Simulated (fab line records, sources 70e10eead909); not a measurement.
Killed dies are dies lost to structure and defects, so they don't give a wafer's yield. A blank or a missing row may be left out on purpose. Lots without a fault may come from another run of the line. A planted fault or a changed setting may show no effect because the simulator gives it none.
Which tool did it? | flow nand_harc | 23 lots, 69 wafers sampled, at 6 steps of a route of 1159

WHAT THE GAUGES READ, wafer by wafer
The record holds no reading of a measuring or inspecting step that can be judged against a usual standard deviation.

WHICH TOOL RAN EACH LOT (tool, then ch and the chambers of the sampled wafers, then the start)
lot  | NHARC_A_STAIRCASE_ETCH_15                     | NHARC_A_STAIRCASE_ETCH_17                     | NHARC_A_STAIRCASE_TRIM_196         | NHARC_A_STAIRCASE_DESCUM_219       | NHARC_A_STAIRCASE_TRIM_220         | NHARC_A_STAIRCASE_ETCH_227
L074 | rie_diel-13 ch 0,2, day 11 01:50 or earlier   | rie_diel-13 ch 0,2, day 11 01:50 or earlier   | rie_diel-09 ch 0,2,3, day 11 01:50 | rie_diel-08 ch 0,2, day 11 04:24   | rie_diel-08 ch 0,2,3, day 11 04:32 | rie_diel-08 ch 2,3, no start
L075 | rie_diel-08 ch 0,1,2, day 11 19:44 or earlier | rie_diel-08 ch 1,2,3, day 11 19:44 or earlier | rie_diel-13 ch 1,2, day 11 19:44   | rie_diel-08 ch 0,1,3, day 11 22:49 | rie_diel-08 ch 0,2,3, day 11 22:56 | rie_diel-08 ch 1,2,3, no start
L077 | rie_diel-08 ch 0,1,2, day 11 23:07 or earlier | rie_diel-08 ch 2,3, day 11 23:07 or earlier   | rie_diel-13 ch 1,2,3, day 11 23:07 | rie_diel-08 ch 2,3, day 12 02:20   | rie_diel-08 ch 2,3, day 12 02:26   | rie_diel-08 ch 2,3, no start
L076 | rie_diel-13 ch 0,2,3, day 11 22:52 or earlier | rie_diel-13 ch 1,2,3, day 11 22:52 or earlier | rie_diel-13 ch 1,3, day 11 22:52   | rie_diel-08 ch 0,1, day 12 02:10   | rie_diel-08 ch 0,1,3, day 12 02:16 | rie_diel-08 ch 0,2,3, no start
L078 | rie_diel-13 ch 1,2,3, day 11 23:56 or earlier | rie_diel-13 ch 0,1,2, day 11 23:56 or earlier | rie_diel-09 ch 0,2, day 11 23:56   | rie_diel-13 ch 1,3, day 12 02:38   | rie_diel-13 ch 1,2, day 12 02:46   | rie_diel-13 ch 1,2, no start
L081 | rie_diel-13 ch 1,2,3, day 12 09:31 or earlier | rie_diel-13 ch 1,2, day 12 09:31 or earlier   | rie_diel-09 ch 0,2,3, day 12 09:31 | rie_diel-09 ch 0,2, day 12 13:31   | rie_diel-09 ch 2,3, day 12 13:46   | rie_diel-09 ch 1,3, no start
L080 | rie_diel-13 ch 1,3, day 12 09:47 or earlier   | rie_diel-13 ch 1,2,3, day 12 09:47 or earlier | rie_diel-08 ch 0,3, day 12 09:47   | rie_diel-09 ch 0,3, day 12 14:47   | rie_diel-09 ch 0,2, day 12 15:07   | rie_diel-09 ch 0,1,2, no start
L079 | rie_diel-13 ch 0,2,3, day 12 19:08 or earlier | rie_diel-13 ch 2,3, day 12 19:08 or earlier   | rie_diel-09 ch 0,2, day 12 19:08   | rie_diel-08 ch 1,3, day 12 22:19   | rie_diel-08 ch 1,2, day 12 22:28   | rie_diel-08 ch 0,1,2, no start
L082 | rie_diel-13 ch 0,1,2, day 12 18:49 or earlier | rie_diel-13 ch 1,3, day 12 18:49 or earlier   | rie_diel-09 ch 0,1, day 12 18:49   | rie_diel-08 ch 1,2, day 12 21:47   | rie_diel-08 ch 0,2,3, day 12 21:53 | rie_diel-08 ch 0,2,3, no start
L083 | rie_diel-13 ch 0,3, day 13 07:28 or earlier   | rie_diel-13 ch 0,3, day 13 07:28 or earlier   | rie_diel-08 ch 0,2, day 13 07:28   | rie_diel-08 ch 0,1,2, day 13 09:55 | rie_diel-08 ch 1,2, day 13 10:00   | rie_diel-08 ch 0,1, no start
L086 | rie_diel-09 ch 1,2,3, day 14 00:32 or earlier | rie_diel-09 ch 1,2,3, day 14 00:32 or earlier | rie_diel-08 ch 0,2,3, day 14 00:32 | rie_diel-08 ch 1,2, day 14 03:08   | rie_diel-08 ch 0,2, day 14 03:13   | rie_diel-08 ch 0,1,3, no start
L084 | rie_diel-09 ch 0,2,3, day 14 00:52 or earlier | rie_diel-09 ch 0,1,3, day 14 00:52 or earlier | rie_diel-13 ch 0,1,3, day 14 00:52 | rie_diel-08 ch 0,2,3, day 14 03:32 | rie_diel-08 ch 1,2,3, day 14 03:38 | rie_diel-08 ch 0,2,3, no start
L087 | rie_diel-13 ch 0,1,3, day 14 05:16 or earlier | rie_diel-13 ch 2,3, day 14 05:16 or earlier   | rie_diel-09 ch 0,3, day 14 05:16   | rie_diel-08 ch 2,3, day 14 08:27   | rie_diel-08 ch 0,1,3, day 14 08:34 | rie_diel-08 ch 1,2, no start
L089 | rie_diel-08 ch 1,2, day 14 12:17 or earlier   | rie_diel-08 ch 1,2,3, day 14 12:17 or earlier | rie_diel-13 ch 0,1,2, day 14 12:17 | rie_diel-13 ch 1,2, day 14 15:29   | rie_diel-13 ch 2,3, day 14 15:33   | rie_diel-13 ch 0,2,3, no start
L085 | rie_diel-13 ch 1,3, day 14 13:40 or earlier   | rie_diel-13 ch 0,2,3, day 14 13:40 or earlier | rie_diel-08 ch 0,1, day 14 13:40   | rie_diel-08 ch 0,2,3, day 14 16:23 | rie_diel-08 ch 1,3, day 14 16:28   | rie_diel-08 ch 0,2, no start
L091 | rie_diel-08 ch 0,1, day 14 21:27 or earlier   | rie_diel-08 ch 1,2, day 14 21:27 or earlier   | rie_diel-09 ch 0,1,2, day 14 21:27 | rie_diel-08 ch 0,1,3, day 15 01:25 | rie_diel-08 ch 0,1, day 15 01:29   | rie_diel-08 ch 0,2,3, no start
L088 | rie_diel-08 ch 1,2,3, day 14 21:33 or earlier | rie_diel-08 ch 0,1,3, day 14 21:33 or earlier | rie_diel-08 ch 0,3, day 14 21:33   | rie_diel-13 ch 0,1, day 15 00:12   | rie_diel-13 ch 1,3, day 15 00:18   | rie_diel-13 ch 1,2,3, no start
L090 | rie_diel-09 ch 1,2,3, day 14 23:30 or earlier | rie_diel-09 ch 0,1,3, day 14 23:30 or earlier | rie_diel-08 ch 1,2,3, day 14 23:30 | rie_diel-08 ch 0,2,3, day 15 02:25 | rie_diel-08 ch 0,1,3, day 15 02:31 | rie_diel-08 ch 1,2,3, no start
L092 | rie_diel-09 ch 0,1,2, day 15 08:18 or earlier | rie_diel-09 ch 0,1,3, day 15 08:18 or earlier | rie_diel-08 ch 0,1,3, day 15 08:18 | rie_diel-09 ch 0,1,3, day 15 10:59 | rie_diel-09 ch 1,2,3, day 15 11:05 | rie_diel-09 ch 1,2,3, no start
L093 | rie_diel-08 ch 0,1,3, day 15 08:05 or earlier | rie_diel-08 ch 0,1,3, day 15 08:05 or earlier | rie_diel-13 ch 0,3, day 15 08:05   | rie_diel-08 ch 1,2, day 15 10:40   | rie_diel-08 ch 2,3, day 15 10:55   | rie_diel-08 ch 1,3, no start
L096 | rie_diel-13 ch 0,1,3, day 16 05:41 or earlier | rie_diel-13 ch 0,1,2, day 16 05:41 or earlier | rie_diel-08 ch 1,2, day 16 05:41   | rie_diel-08 ch 1,2,3, day 16 08:55 | rie_diel-08 ch 0,1, day 16 09:08   | rie_diel-08 ch 1,2,3, no start
L095 | rie_diel-09 ch 0,1, day 16 09:01 or earlier   | rie_diel-09 ch 0,2,3, day 16 09:01 or earlier | rie_diel-08 ch 0,2,3, day 16 09:01 | rie_diel-08 ch 0,2, day 16 11:35   | rie_diel-08 ch 1,3, day 16 11:41   | rie_diel-08 ch 0,1,2, no start
L097 | rie_diel-09 ch 0,1,3, day 17 03:59 or earlier | rie_diel-09 ch 0,1,3, day 17 03:59 or earlier | rie_diel-13 ch 0,1,2, day 17 03:59 | rie_diel-08 ch 0,2,3, day 17 06:33 | rie_diel-08 ch 0,2,3, day 17 06:38 | rie_diel-08 ch 0,2,3, no start
- NHARC_A_STAIRCASE_ETCH_15: etches the open film in C4F8/O2, target depth 100 nm, time 40.5 s.
- NHARC_A_STAIRCASE_ETCH_17: etches the open film in C4F8/O2, target depth 100 nm, time 40.5 s.
- NHARC_A_STAIRCASE_TRIM_196: chemistry O2, time 211.2 s.
- NHARC_A_STAIRCASE_DESCUM_219: chemistry O2, time 3 s.
- NHARC_A_STAIRCASE_TRIM_220: chemistry O2, time 211.2 s.
- NHARC_A_STAIRCASE_ETCH_227: etches the open film in C4F8/O2, target depth 100 nm, time 40.5 s.

WHAT THE TOOLS THEMSELVES READ (means of the sampled wafers that have a number; where no wafer has one, the mark that the record gives instead)
NHARC_A_STAIRCASE_ETCH_15. Usual: bias_w 1000 W, standard deviation 3; oes_product_au 0.936 a.u., standard deviation 0.013; rf_vpp_V 896 V, standard deviation 5.
lot  | tool        | bias_w (W) | oes_product_au (a.u.) | rf_vpp_V (V) | flag
L074 | rie_diel-13 | 1002       | 0.930                 | 897          |
L075 | rie_diel-08 | 1001       | 0.933                 | 894          |
L077 | rie_diel-08 | 997        | 0.939                 | 894          |
L076 | rie_diel-13 | 998        | 0.930                 | 895          |
L078 | rie_diel-13 | 1000       | 0.938                 | 897          |
L081 | rie_diel-13 | 1001       | 0.923                 | 897          |
L080 | rie_diel-13 | 1000       | 0.920                 | 901          |
L079 | rie_diel-13 | 997        | 0.946                 | 895          |
L082 | rie_diel-13 | 1001       | 0.935                 | 898          |
L083 | rie_diel-13 | 999        | 0.950                 | 896          |
L086 | rie_diel-09 | 1003       | 0.932                 | 899          |
L084 | rie_diel-09 | 1002       | 0.928                 | 894          |
L087 | rie_diel-13 | 999        | 0.936                 | 900          |
L089 | rie_diel-08 | 1000       | 0.935                 | 893          |
L085 | rie_diel-13 | 996        | 0.958                 | 898          |
L091 | rie_diel-08 | 998        | 0.939                 | 893          |
L088 | rie_diel-08 | 1001       | 0.932                 | 893          |
L090 | rie_diel-09 | 1000       | 0.928                 | 898          |
L092 | rie_diel-09 | 1000       | 0.923                 | 895          |
L093 | rie_diel-08 | 1000       | 0.942                 | 891          |
L096 | rie_diel-13 | 1002       | 0.946                 | 899          |
L095 | rie_diel-09 | 999        | 0.942                 | 889          |
L097 | rie_diel-09 | 1001       | 0.936                 | 893          |

NHARC_A_STAIRCASE_ETCH_17. Usual: bias_w 1000 W, standard deviation 3.1; oes_product_au 0.938 a.u., standard deviation 0.012; rf_vpp_V 896 V, standard deviation 4.8.
lot  | tool        | bias_w (W) | oes_product_au (a.u.) | rf_vpp_V (V) | flag
L074 | rie_diel-13 | 1000       | 0.935                 | 898          |
L075 | rie_diel-08 | 1001       | 0.938                 | 893          |
L077 | rie_diel-08 | 1001       | 0.946                 | 894          |
L076 | rie_diel-13 | 1001       | 0.937                 | 897          |
L078 | rie_diel-13 | 998        | 0.927                 | 899          |
L081 | rie_diel-13 | 1002       | 0.921                 | 900          |
L080 | rie_diel-13 | 999        | 0.930                 | 897          |
L079 | rie_diel-13 | 997        | 0.947                 | 893          |
L082 | rie_diel-13 | 995        | 0.942                 | 899          |
L083 | rie_diel-13 | 998        | 0.944                 | 898          |
L086 | rie_diel-09 | 1000       | 0.937                 | 898          |
L084 | rie_diel-09 | 1000       | 0.927                 | 895          |
L087 | rie_diel-13 | 1003       | 0.944                 | 893          |
L089 | rie_diel-08 | 1000       | 0.941                 | 892          |
L085 | rie_diel-13 | 1001       | 0.952                 | 896          |
L091 | rie_diel-08 | 1001       | 0.930                 | 892          |
L088 | rie_diel-08 | 1001       | 0.936                 | 893          |
L090 | rie_diel-09 | 998        | 0.943                 | 893          |
L092 | rie_diel-09 | 1002       | 0.929                 | 893          |
L093 | rie_diel-08 | 999        | 0.927                 | 892          |
L096 | rie_diel-13 | 998        | 0.949                 | 898          |
L095 | rie_diel-09 | 1002       | 0.940                 | 895          |
L097 | rie_diel-09 | 1001       | 0.934                 | 893          |

NHARC_A_STAIRCASE_TRIM_196. Usual: drypump_motor_current_A 6.0 A, standard deviation 0.45; oes_product_au 0.996 a.u., standard deviation 0.0097; rf_vpp_V 57.7 V, standard deviation 0.96; showerhead_plenum_p_Torr 3.50 Torr, standard deviation 0.13; throttle_valve_pct 17.036 %, standard deviation 0.0084.
lot  | tool        | drypump_motor_current_A (A) | oes_product_au (a.u.) | rf_vpp_V (V) | showerhead_plenum_p_Torr (Torr) | throttle_valve_pct (%) | flag
L074 | rie_diel-09 | 5.5                         | 0.997                 | 58.6         | 3.53                            | 17.032                 |
L075 | rie_diel-13 | 5.9                         | 0.989                 | 57.4         | 3.65                            | 17.034                 |
L077 | rie_diel-13 | 5.8                         | 1.001                 | 58.1         | 3.56                            | 17.041                 |
L076 | rie_diel-13 | 5.5                         | 1.007                 | 57.7         | 3.60                            | 17.043                 |
L078 | rie_diel-09 | 5.7                         | 0.989                 | 58.3         | 3.43                            | 17.030                 |
L081 | rie_diel-09 | 5.5                         | 0.998                 | 57.9         | 3.53                            | 17.034                 |
L080 | rie_diel-08 | 5.9                         | 0.995                 | 57.7         | 3.48                            | 17.036                 |
L079 | rie_diel-09 | 5.7                         | 0.988                 | 57.6         | 3.43                            | 17.035                 |
L082 | rie_diel-09 | 6.1                         | 0.975                 | 57.7         | 3.38                            | 17.035                 |
L083 | rie_diel-08 | 6.1                         | 0.991                 | 57.8         | 3.48                            | 17.031                 |
L086 | rie_diel-08 | 6.1                         | 0.993                 | 57.6         | 3.48                            | 17.027                 |
L084 | rie_diel-13 | 5.7                         | 1.013                 | 57.9         | 3.62                            | 17.045                 |
L087 | rie_diel-09 | 5.6                         | 0.983                 | 57.6         | 3.41                            | 17.030                 |
L089 | rie_diel-13 | 6.0                         | 0.996                 | 57.4         | 3.58                            | 17.038                 |
L085 | rie_diel-08 | 6.2                         | 0.999                 | 58.0         | 3.39                            | 17.032                 |
L091 | rie_diel-09 | 6.0                         | 0.996                 | 57.5         | 3.49                            | 17.041                 |
L088 | rie_diel-08 | 5.9                         | 0.993                 | 56.9         | 3.47                            | 17.037                 |
L090 | rie_diel-08 | 6.4                         | 0.996                 | 57.0         | 3.43                            | 17.045                 |
L092 | rie_diel-08 | 6.2                         | 0.993                 | 57.4         | 3.43                            | 17.035                 |
L093 | rie_diel-13 | 5.7                         | 1.007                 | 58.4         | 3.56                            | 17.028                 |
L096 | rie_diel-08 | 6.4                         | 0.994                 | 57.1         | 3.39                            | 17.028                 |
L095 | rie_diel-08 | 6.1                         | 0.993                 | 57.8         | 3.47                            | 17.031                 |
L097 | rie_diel-13 | 6.0                         | 0.994                 | 58.9         | 3.57                            | 17.041                 |

NHARC_A_STAIRCASE_DESCUM_219. Usual: drypump_motor_current_A 6.1 A, standard deviation 0.41; oes_product_au 0.996 a.u., standard deviation 0.009; rf_vpp_V 57.6 V, standard deviation 0.93; showerhead_plenum_p_Torr 1.88 Torr, standard deviation 0.058; throttle_valve_pct 11.310 %, standard deviation 0.0098.
lot  | tool        | drypump_motor_current_A (A) | oes_product_au (a.u.) | rf_vpp_V (V) | showerhead_plenum_p_Torr (Torr) | throttle_valve_pct (%) | flag
L074 | rie_diel-08 | 6.1                         | 0.991                 | 57.3         | 1.89                            | 11.315                 |
L075 | rie_diel-08 | 6.2                         | 1.001                 | 57.4         | 1.86                            | 11.308                 |
L077 | rie_diel-08 | 6.4                         | 0.995                 | 56.9         | 1.88                            | 11.305                 |
L076 | rie_diel-08 | 6.1                         | 1.000                 | 57.4         | 1.84                            | 11.315                 |
L078 | rie_diel-13 | 5.6                         | 0.992                 | 58.5         | 2.01                            | 11.320                 |
L081 | rie_diel-09 | 5.5                         | 0.997                 | 58.1         | 1.92                            | 11.312                 |
L080 | rie_diel-09 | 5.4                         | 0.991                 | 57.9         | 1.90                            | 11.309                 |
L079 | rie_diel-08 | 6.4                         | 1.004                 | 57.8         | 1.85                            | 11.310                 |
L082 | rie_diel-08 | 6.3                         | 0.991                 | 58.0         | 1.87                            | 11.308                 |
L083 | rie_diel-08 | 6.2                         | 0.990                 | 57.9         | 1.86                            | 11.316                 |
L086 | rie_diel-08 | 6.4                         | 0.993                 | 57.6         | 1.86                            | 11.306                 |
L084 | rie_diel-08 | 6.1                         | 1.000                 | 56.8         | 1.88                            | 11.314                 |
L087 | rie_diel-08 | 6.3                         | 0.999                 | 57.4         | 1.88                            | 11.308                 |
L089 | rie_diel-13 | 6.1                         | 1.007                 | 56.4         | 1.90                            | 11.306                 |
L085 | rie_diel-08 | 6.1                         | 0.992                 | 58.1         | 1.88                            | 11.302                 |
L091 | rie_diel-08 | 6.2                         | 0.990                 | 57.2         | 1.86                            | 11.315                 |
L088 | rie_diel-13 | 5.8                         | 0.999                 | 58.3         | 2.02                            | 11.314                 |
L090 | rie_diel-08 | 6.1                         | 0.995                 | 57.9         | 1.88                            | 11.310                 |
L092 | rie_diel-09 | 5.9                         | 0.991                 | 57.4         | 1.88                            | 11.320                 |
L093 | rie_diel-08 | 6.3                         | 0.988                 | 57.5         | 1.86                            | 11.302                 |
L096 | rie_diel-08 | 6.3                         | 0.996                 | 57.6         | 1.85                            | 11.305                 |
L095 | rie_diel-08 | 6.1                         | 0.989                 | 58.0         | 1.88                            | 11.312                 |
L097 | rie_diel-08 | 6.1                         | 0.997                 | 57.2         | 1.87                            | 11.309                 |

NHARC_A_STAIRCASE_TRIM_220. Usual: drypump_motor_current_A 6.1 A, standard deviation 0.41; oes_product_au 0.994 a.u., standard deviation 0.0085; rf_vpp_V 57.6 V, standard deviation 0.8; showerhead_plenum_p_Torr 3.47 Torr, standard deviation 0.097; throttle_valve_pct 17.036 %, standard deviation 0.0088.
lot  | tool        | drypump_motor_current_A (A) | oes_product_au (a.u.) | rf_vpp_V (V) | showerhead_plenum_p_Torr (Torr) | throttle_valve_pct (%) | flag
L074 | rie_diel-08 | 6.1                         | 0.991                 | 58.4         | 3.49                            | 17.037                 |
L075 | rie_diel-08 | 6.1                         | 0.988                 | 58.1         | 3.48                            | 17.030                 |
L077 | rie_diel-08 | 6.3                         | 0.997                 | 57.3         | 3.48                            | 17.046                 |
L076 | rie_diel-08 | 6.2                         | 1.001                 | 57.5         | 3.44                            | 17.032                 |
L078 | rie_diel-13 | 6.1                         | 0.987                 | 58.0         | 3.51                            | 17.036                 |
L081 | rie_diel-09 | 5.3                         | 0.995                 | 58.2         | 3.63                            | 17.044                 |
L080 | rie_diel-09 | 5.7                         | 0.989                 | 57.0         | 3.43                            | 17.035                 |
L079 | rie_diel-08 | 6.4                         | 0.990                 | 57.8         | 3.44                            | 17.028                 |
L082 | rie_diel-08 | 6.1                         | 0.991                 | 57.7         | 3.48                            | 17.021                 |
L083 | rie_diel-08 | 6.4                         | 0.988                 | 56.9         | 3.40                            | 17.036                 |
L086 | rie_diel-08 | 5.9                         | 0.990                 | 57.7         | 3.49                            | 17.039                 |
L084 | rie_diel-08 | 6.4                         | 0.989                 | 57.1         | 3.43                            | 17.034                 |
L087 | rie_diel-08 | 6.1                         | 0.995                 | 57.0         | 3.43                            | 17.040                 |
L089 | rie_diel-13 | 6.0                         | 1.001                 | 57.5         | 3.41                            | 17.040                 |
L085 | rie_diel-08 | 6.5                         | 0.997                 | 57.8         | 3.38                            | 17.033                 |
L091 | rie_diel-08 | 6.2                         | 1.000                 | 57.4         | 3.39                            | 17.031                 |
L088 | rie_diel-13 | 5.6                         | 0.999                 | 58.0         | 3.67                            | 17.045                 |
L090 | rie_diel-08 | 6.2                         | 0.992                 | 57.7         | 3.43                            | 17.034                 |
L092 | rie_diel-09 | 5.8                         | 1.000                 | 57.7         | 3.58                            | 17.034                 |
L093 | rie_diel-08 | 6.3                         | 0.988                 | 58.0         | 3.46                            | 17.032                 |
L096 | rie_diel-08 | 5.9                         | 0.998                 | 57.4         | 3.43                            | 17.036                 |
L095 | rie_diel-08 | 6.5                         | 1.000                 | 57.4         | 3.38                            | 17.039                 |
L097 | rie_diel-08 | 6.1                         | 0.997                 | 57.9         | 3.46                            | 17.040                 |

NHARC_A_STAIRCASE_ETCH_227. Usual: bias_w 1000 W, standard deviation 3.2; oes_product_au 0.937 a.u., standard deviation 0.012; rf_vpp_V 894 V, standard deviation 3.6.
lot  | tool        | bias_w (W) | oes_product_au (a.u.) | rf_vpp_V (V) | flag
L074 | rie_diel-08 | 1000       | 0.931                 | 894          |
L075 | rie_diel-08 | 1001       | 0.947                 | 892          |
L077 | rie_diel-08 | 996        | 0.933                 | 894          |
L076 | rie_diel-08 | 1002       | 0.929                 | 895          |
L078 | rie_diel-13 | 998        | 0.923                 | 900          |
L081 | rie_diel-09 | 1001       | 0.938                 | 898          |
L080 | rie_diel-09 | 1001       | 0.937                 | 895          |
L079 | rie_diel-08 | 999        | 0.940                 | 893          |
L082 | rie_diel-08 | 1001       | 0.942                 | 895          |
L083 | rie_diel-08 | 1001       | 0.954                 | 892          |
L086 | rie_diel-08 | 1000       | 0.933                 | 892          |
L084 | rie_diel-08 | 998        | 0.930                 | 893          |
L087 | rie_diel-08 | 1001       | 0.956                 | 891          |
L089 | rie_diel-13 | 1003       | 0.948                 | 894          |
L085 | rie_diel-08 | 1003       | 0.920                 | 894          |
L091 | rie_diel-08 | 1000       | 0.933                 | 894          |
L088 | rie_diel-13 | 1001       | 0.931                 | 897          |
L090 | rie_diel-08 | 997        | 0.936                 | 893          |
L092 | rie_diel-09 | 1003       | 0.946                 | 898          |
L093 | rie_diel-08 | 1003       | 0.932                 | 892          |
L096 | rie_diel-08 | 998        | 0.938                 | 892          |
L095 | rie_diel-08 | 999        | 0.944                 | 892          |
L097 | rie_diel-08 | 998        | 0.944                 | 895          |

THE ANSWER, worked out from the rows above alone
Rule: a lot is off if the mean of its wafers that have a number lies more than 3 standard deviations from the usual mean. A lot without any number at a reading at which 4 lots or more have one is off too. The other lots that the step has rows for count as sound. The gauges are gone through in route order, then the tools' own readings, and for those a lot's mean is taken as printed above. The first step at which some lot is off is used, and at that step the reading that is off furthest; a lot without a number counts as furthest.
No lot is off at any reading shown: from this, nothing can be told.

WHAT THE SIMULATOR HAD PUT IN
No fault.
